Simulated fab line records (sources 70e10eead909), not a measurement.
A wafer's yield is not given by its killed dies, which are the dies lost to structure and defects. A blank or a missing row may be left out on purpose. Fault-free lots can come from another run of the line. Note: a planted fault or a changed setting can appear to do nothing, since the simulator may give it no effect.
The tool behind it: which one?    flow nandHarc    24 lots, 72 wafers sampled, at 6 steps of a route of 1302

== WHAT EACH GAUGE READ, for each wafer ==
NHARC_A_ONON_D1_THK_MEAS_27: measures by ellipsometry. Usual: thkNm at 1002 nm, with a standard deviation of 11.
lot   measured      on            thkNm (nm)      flag
L074  day 8 12:37   filmMetro-01  989 991 990     
L075  day 8 12:37   filmMetro-02  1021 1020 1019  
L076  day 9 00:38   filmMetro-01  999 998 997     
L077  day 9 10:49   filmMetro-01  1000 1000 1002  
L078  day 9 17:26   filmMetro-02  1012 1013 1013  
L079  day 10 09:08  filmMetro-02  999 998 1001    
L080  day 11 02:48  filmMetro-01  997 997 995     
L081  day 11 02:47  filmMetro-02  992 993 996     
L082  day 11 15:26  filmMetro-02  1003 1006 1003  
L084  day 12 05:27  filmMetro-02  1008 1007 1007  
L083  day 12 05:27  filmMetro-01  1010 1010 1009  
L085  day 12 23:53  filmMetro-01  1011 1010 1008  
L086  day 13 06:06  filmMetro-02  1002 1002 1002  
L087  day 13 09:44  filmMetro-02  984 986 986     
L088  day 13 23:19  filmMetro-02  1007 1009 1006  
L089  day 14 20:29  filmMetro-02  1002 1000 999   
L090  day 15 04:53  filmMetro-01  999 997 1000    
L091  day 15 04:54  filmMetro-02  993 994 996     
L092  day 15 15:48  filmMetro-01  985 983 982     
L093  day 16 01:44  filmMetro-02  986 986 988     
L094  day 16 13:01  filmMetro-01  1017 1017 1017  
L095  day 16 16:43  filmMetro-01  987 988 988     
L096  day 17 05:35  filmMetro-01  1008 1008 1008  
L097  day 17 18:27  filmMetro-01  1027 1027 1025  

NHARC_A_CHANNEL_HOLE_D1_INSPECT_12. Usual: rawDefectCount at 5.3, with a standard deviation of 2.6.
lot   measured      on                rawDefectCount  flag
L074  day 8 17:10   defectInspect-01  1 10 1          
L075  day 8 16:40   defectInspect-02  10 5 6          
L076  day 9 04:52   defectInspect-02  2 1 2           
L077  day 9 21:17   defectInspect-01  3 1 3           
L078  day 10 00:19  defectInspect-02  8 5 6           
L079  day 10 13:43  defectInspect-01  5 4 4           
L080  day 11 06:59  defectInspect-02  6 3 5           
L081  day 11 06:49  defectInspect-01  3 4 5           
L082  day 11 22:50  defectInspect-01  6 4 4           
L084  day 12 10:16  defectInspect-02  9 7 3           
L083  day 12 09:27  defectInspect-02  3 4 7           
L085  day 13 03:45  defectInspect-02  4 9 6           
L086  day 13 11:54  defectInspect-01  3 4 5           
L087  day 13 13:52  defectInspect-01  5 5 6           
L088  day 14 04:24  defectInspect-02  3 5 6           
L089  day 15 00:25  defectInspect-01  2 7 9           
L090  day 15 09:22  defectInspect-01  8 7 4           
L091  day 15 09:35  defectInspect-02  2 7 9           
L092  day 15 19:44  defectInspect-01  7 3 3           
L093  day 16 05:40  defectInspect-02  5 1 4           
L094  day 16 17:12  defectInspect-02  4 6 5           
L095  day 17 04:48  defectInspect-01  2 6 10          
L096  day 17 09:31  defectInspect-01  5 12 4          
L097  day 18 02:02  defectInspect-02  4 10 10         

== WHAT TOOL EACH LOT RAN ON (gives the tool, then ch and the chambers of the sampled wafers, and finally the start) ==
lot   NHARC_P_M0_DESCUM_14               NHARC_P_M1_PVD_21                       NHARC_P_M1_ANNEAL_31             NHARC_P_BONDPAD_CMP_19
L074  rieDiel-10 ch 1,3, day 6 05:23     pvdSputter-02, day 6 11:46 or earlier   rtpAnneal-02 ch 0, day 6 11:46   cmp-02 ch 1,2, day 6 21:20
L075  rieDiel-10 ch 1,2,3, day 6 07:43   pvdSputter-03, day 6 14:00 or earlier   rtpAnneal-01 ch 0, day 6 14:00   cmp-01 ch 1,2, day 6 23:13
L076  rieDiel-10 ch 0,1,3, day 6 21:54   pvdSputter-02, day 7 04:07 or earlier   rtpAnneal-02 ch 0, day 7 04:07   cmp-04 ch 0,1,2, day 7 13:01
L077  rieDiel-11 ch 1,2,3, day 7 07:56   pvdSputter-03, day 7 13:59 or earlier   rtpAnneal-01 ch 0, day 7 13:59   cmp-02 ch 1,2,3, day 7 23:23
L078  rieDiel-10 ch 1,2, day 7 14:23     pvdSputter-03, day 7 20:51 or earlier   rtpAnneal-02 ch 0, day 7 20:51   cmp-04 ch 0,1,2, day 8 05:47
L079  rieDiel-11 ch 0,3, day 8 06:28     pvdSputter-02, day 8 12:12 or earlier   rtpAnneal-01 ch 0, day 8 12:12   cmp-02 ch 0,1,2, day 8 21:16
L080  rieDiel-11 ch 0,2,3, day 9 01:22   pvdSputter-02, day 9 07:08 or earlier   rtpAnneal-02 ch 0, day 9 07:08   cmp-02 ch 0,1,2, day 9 16:01
L081  rieDiel-03 ch 0,1,2, day 9 01:47   pvdSputter-03, day 9 07:52 or earlier   rtpAnneal-01 ch 0, day 9 07:52   cmp-04 ch 1,2,3, day 9 16:56
L082  rieDiel-11 ch 0,2,3, day 9 10:35   pvdSputter-03, day 9 16:20 or earlier   rtpAnneal-02 ch 0, day 9 16:20   cmp-01 ch 0,2, day 10 01:13
L084  rieDiel-11 ch 1,2, day 10 02:06    pvdSputter-03, day 10 07:59 or earlier  rtpAnneal-01 ch 0, day 10 07:59  cmp-01 ch 0,1,3, day 10 17:04
L083  rieDiel-10 ch 0,1,2, day 10 03:30  pvdSputter-01, day 10 09:28 or earlier  rtpAnneal-02 ch 0, day 10 09:28  cmp-04 ch 1,2,3, day 10 18:34
L085  rieDiel-11 ch 1,3, day 10 21:09    pvdSputter-03, day 11 02:56 or earlier  rtpAnneal-02 ch 0, day 11 02:56  cmp-01 ch 0,2,3, day 11 11:58
L086  rieDiel-11 ch 0,1, day 11 03:16    pvdSputter-03, day 11 09:16 or earlier  rtpAnneal-02 ch 0, day 11 09:16  cmp-01 ch 2,3, day 11 18:23
L087  rieDiel-03 ch 0,1, day 11 06:26    pvdSputter-03, day 11 12:29 or earlier  rtpAnneal-01 ch 0, day 11 12:29  cmp-02 ch 1,2, day 11 21:57
L088  rieDiel-03 ch 1,2, day 11 18:24    pvdSputter-01, day 12 00:20 or earlier  rtpAnneal-02 ch 0, day 12 00:20  cmp-02 ch 0,1, day 12 09:25
L089  rieDiel-03 ch 2,3, day 12 15:37    pvdSputter-01, day 12 21:43 or earlier  rtpAnneal-01 ch 0, day 12 21:43  cmp-02 ch 1,2, day 13 06:30
L090  rieDiel-10 ch 0,3, day 12 22:11    pvdSputter-01, day 13 04:04 or earlier  rtpAnneal-02 ch 0, day 13 04:04  cmp-04 ch 1,2,3, day 13 13:15
L091  rieDiel-10 ch 0,1,2, day 13 03:21  pvdSputter-03, day 13 09:06 or earlier  rtpAnneal-02 ch 0, day 13 09:06  cmp-02 ch 1,2,3, day 13 18:03
L092  rieDiel-11 ch 1,2,3, day 13 08:52  pvdSputter-02, day 13 14:41 or earlier  rtpAnneal-01 ch 0, day 13 14:41  cmp-02 ch 1,2,3, day 13 23:44
L093  rieDiel-03 ch 0,1,3, day 13 21:29  pvdSputter-01, day 14 03:26 or earlier  rtpAnneal-01 ch 0, day 14 03:26  cmp-04 ch 0,2,3, day 14 12:23
L094  rieDiel-10 ch 0,1,3, day 14 09:34  pvdSputter-02, day 14 15:35 or earlier  rtpAnneal-01 ch 0, day 14 15:35  cmp-02 ch 1,2, day 15 00:47
L095  rieDiel-03 ch 0,2,3, day 14 13:26  pvdSputter-03, day 14 19:16 or earlier  rtpAnneal-01 ch 0, day 14 19:16  cmp-04 ch 1,2, day 15 04:41
L096  rieDiel-11 ch 1,3, day 14 23:47    pvdSputter-02, day 15 05:37 or earlier  rtpAnneal-02 ch 0, day 15 05:37  cmp-02 ch 1,2, day 15 14:40
L097  rieDiel-10 ch 0,3, day 15 12:28    pvdSputter-02, day 15 18:23 or earlier  rtpAnneal-01 ch 0, day 15 18:23  cmp-01 ch 0,2,3, day 16 03:30
- NHARC_P_M0_DESCUM_14: chemistry O2, time 3 s.
- NHARC_P_M1_PVD_21: deposits Cu, target thk 30 nm, time 20.49 s.
- NHARC_P_M1_ANNEAL_31: time 90 s.
- NHARC_P_BONDPAD_CMP_19: polishes, t overpolish 30 s, cu recess touch 16 s, target thk 160.81 nm.

== WHAT THE TOOLS THEMSELVES READ (means of the sampled wafers that have a number; where no wafer has one, the mark that the record gives instead) ==
NHARC_P_M0_DESCUM_14. Usual: drypumpMotorCurrentA 5.7 A, standard deviation 0.57; oesProductAu 0.998 a.u., standard deviation 0.0085; rfVppV 57.8 V, standard deviation 0.9; showerheadPlenumPTorr 1.93 Torr, standard deviation 0.079; throttleValvePct 11.312 %, standard deviation 0.0093.
lot   tool        drypumpMotorCurrentA (A)  oesProductAu (a.u.)  rfVppV (V)  showerheadPlenumPTorr (Torr)  throttleValvePct (%)  flag
L074  rieDiel-10  5.9                       0.988                58.1        1.94                          11.309                
L075  rieDiel-10  5.7                       0.996                58.9        1.98                          11.313                
L076  rieDiel-10  5.5                       0.995                57.2        1.94                          11.302                
L077  rieDiel-11  5.7                       0.989                57.1        1.91                          11.307                
L078  rieDiel-10  6.3                       0.988                57.9        1.98                          11.307                
L079  rieDiel-11  5.7                       0.988                58.4        1.94                          11.315                
L080  rieDiel-11  6.0                       0.992                57.2        1.90                          11.313                
L081  rieDiel-03  5.7                       1.005                57.7        1.89                          11.313                
L082  rieDiel-11  5.9                       0.994                58.5        1.90                          11.325                
L084  rieDiel-11  6.2                       1.006                57.6        1.84                          11.317                
L083  rieDiel-10  5.9                       0.995                57.8        1.98                          11.310                
L085  rieDiel-11  5.2                       0.996                57.2        1.98                          11.307                
L086  rieDiel-11  5.5                       0.995                56.9        1.91                          11.314                
L087  rieDiel-03  5.8                       1.003                56.8        1.83                          11.313                
L088  rieDiel-03  5.6                       1.008                57.7        1.90                          11.314                
L089  rieDiel-03  5.6                       1.005                58.2        2.01                          11.312                
L090  rieDiel-10  5.2                       0.996                57.8        1.93                          11.313                
L091  rieDiel-10  6.0                       0.996                58.0        1.97                          11.313                
L092  rieDiel-11  5.7                       1.009                56.7        1.90                          11.315                
L093  rieDiel-03  5.9                       1.007                57.8        1.88                          11.310                
L094  rieDiel-10  5.5                       0.998                57.6        1.92                          11.312                
L095  rieDiel-03  5.7                       0.999                58.2        1.94                          11.313                
L096  rieDiel-11  5.2                       1.013                58.3        1.97                          11.304                
L097  rieDiel-10  4.9                       1.003                58.4        1.92                          11.315                

NHARC_P_M1_PVD_21. Usual: throttleValvePct at 29.9 %, with a standard deviation of 1.1.
lot   tool           throttleValvePct (%)  flag
L074  pvdSputter-02  30.2                  
L075  pvdSputter-03  30.2                  
L076  pvdSputter-02  29.5                  
L077  pvdSputter-03  29.8                  
L078  pvdSputter-03  29.9                  
L079  pvdSputter-02  29.5                  
L080  pvdSputter-02  29.7                  
L081  pvdSputter-03  29.8                  
L082  pvdSputter-03  30.3                  
L084  pvdSputter-03  29.9                  
L083  pvdSputter-01  29.7                  
L085  pvdSputter-03  30.7                  
L086  pvdSputter-03  30.0                  
L087  pvdSputter-03  30.5                  
L088  pvdSputter-01  29.8                  
L089  pvdSputter-01  29.2                  
L090  pvdSputter-01  29.7                  
L091  pvdSputter-03  30.7                  
L092  pvdSputter-02  29.5                  
L093  pvdSputter-01  29.8                  
L094  pvdSputter-02  30.0                  
L095  pvdSputter-03  30.4                  
L096  pvdSputter-02  30.0                  
L097  pvdSputter-02  29.9                  

NHARC_P_M1_ANNEAL_31. Usual: annealTempC 225.01 C, standard deviation 0.16; wafer_temp_C_max 226.06, standard deviation 0.29.
lot   tool          annealTempC (C)  wafer_temp_C_max  flag
L074  rtpAnneal-02  225.00           226.10            
L075  rtpAnneal-01  224.86           225.81            
L076  rtpAnneal-02  224.89           226.30            
L077  rtpAnneal-01  224.80           225.63            
L078  rtpAnneal-02  225.07           226.25            
L079  rtpAnneal-01  225.00           225.84            
L080  rtpAnneal-02  225.05           226.21            
L081  rtpAnneal-01  225.15           225.84            
L082  rtpAnneal-02  225.12           226.42            
L084  rtpAnneal-01  224.99           225.83            
L083  rtpAnneal-02  225.23           226.37            
L085  rtpAnneal-02  225.14           226.53            
L086  rtpAnneal-02  224.82           226.21            
L087  rtpAnneal-01  224.87           225.83            
L088  rtpAnneal-02  225.01           226.12            
L089  rtpAnneal-01  224.93           225.92            
L090  rtpAnneal-02  225.03           226.16            
L091  rtpAnneal-02  225.17           226.23            
L092  rtpAnneal-01  225.05           225.91            
L093  rtpAnneal-01  224.91           225.90            
L094  rtpAnneal-01  225.10           225.88            
L095  rtpAnneal-01  224.98           226.13            
L096  rtpAnneal-02  225.09           226.27            
L097  rtpAnneal-01  224.93           225.79            

NHARC_P_BONDPAD_CMP_19. Usual: motorCurrentA 11.8 A, standard deviation 1.1; overpolishRunS 30.001 s, standard deviation 0.0092.
lot   tool    motorCurrentA (A)  overpolishRunS (s)  flag
L074  cmp-02  10.6               30.004              
L075  cmp-01  12.4               30.000              
L076  cmp-04  12.7               30.005              
L077  cmp-02  11.0               30.001              
L078  cmp-04  12.6               29.993              
L079  cmp-02  11.7               29.998              
L080  cmp-02  11.4               29.991              
L081  cmp-04  11.7               29.997              
L082  cmp-01  11.4               30.004              
L084  cmp-01  13.0               30.003              
L083  cmp-04  12.1               29.997              
L085  cmp-01  12.0               30.003              
L086  cmp-01  12.4               29.998              
L087  cmp-02  10.9               30.000              
L088  cmp-02  12.1               29.991              
L089  cmp-02  10.9               29.994              
L090  cmp-04  12.0               30.006              
L091  cmp-02  11.0               30.004              
L092  cmp-02  10.8               29.996              
L093  cmp-04  12.1               29.995              
L094  cmp-02  10.7               30.015              
L095  cmp-04  12.2               30.000              
L096  cmp-02  10.9               29.993              
L097  cmp-01  12.0               30.004              

== THE ANSWER, worked out from the rows above alone ==
Rule: a lot counts as off when the mean over its wafers that have a number is more than 3 standard deviations away from the usual mean. Also off: a lot with no number at a reading for which 4 or more lots have one. All remaining lots with rows at the step are treated as sound. First the gauges in route order, then the tools' own readings, where a lot's mean is used as printed above. At the first step where some lot is off, the reading lying furthest off is the one used; lots without a number count as furthest.
None of the lots is off at any reading shown; this tells nothing.

== WHAT THE SIMULATOR HAD PUT IN ==
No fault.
